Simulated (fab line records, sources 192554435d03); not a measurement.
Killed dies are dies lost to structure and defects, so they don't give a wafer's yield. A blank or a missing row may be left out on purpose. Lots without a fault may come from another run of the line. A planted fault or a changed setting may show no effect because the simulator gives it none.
Chamber matching | flow n5_finfet | N5_MOL_CONTACT_COAG_ETCH_105 on rie_diel-06: 4 sister chambers
The step etches SiARC in CF4, target depth 15.6 nm, time 26 s. 8 wafers are shown with their chamber, then 10 later ones without.

WAFERS WITH THEIR CHAMBER
wafer  | chamber | drypump_motor_current_A (A) | showerhead_plenum_p_Torr (Torr)
L078.3 | 2       | 6.6                         | 2.04
L079.1 | 3       | 5.5                         | 2.04
L079.3 | 2       | 6.6                         | 2.04
L085.2 | 3       | 5.4                         | 2.04
L085.3 | 0       | 5.6                         | 2.16
L085.5 | 1       | 4.9                         | 2.08
L089.4 | 1       | 4.9                         | 2.07
L089.5 | 0       | 5.6                         | 2.15

WAFERS WITHOUT THEIR CHAMBER
wafer  | drypump_motor_current_A (A) | showerhead_plenum_p_Torr (Torr)
L089.6 | 5.5                         | 2.03
L092.2 | 5.6                         | 2.15
L092.3 | 5.5                         | 2.03
L092.6 | 4.9                         | 2.07
L093.2 | 5.5                         | 2.03
L093.3 | 5.6                         | 2.15
L093.5 | 4.8                         | 2.07
L097.2 | 5.4                         | 2.03
L097.3 | 6.6                         | 2.28
L097.5 | 4.8                         | 2.07

WHICH CHAMBER EACH WENT THROUGH
wafer  | from the rows above | in truth
L089.6 | 3                   | 3
L092.2 | 0                   | 0
L092.3 | 3                   | 3
L092.6 | 1                   | 1
L093.2 | 3                   | 3
L093.3 | 0                   | 0
L093.5 | 1                   | 1
L097.2 | 3                   | 3
L097.3 | 0                   | 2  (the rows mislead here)
L097.5 | 1                   | 1
Placed correctly: 9 of 10. Can't be placed from these rows: 0. Placed wrongly: 1.
How it was worked out, from the rows above alone: a wafer's distance from a chamber is the root of the sum, over the readings, of the square of ((its reading less the chamber's mean) divided by the reading's scatter). The wafer belongs to the nearest chamber; if the next one is less than 2 further off, it can't be placed. A chamber's mean is the mean of its shown wafers. The scatter: the root of (the sum of the squares of (reading less its chamber's mean) over the shown wafers, divided by (wafers less chambers)).
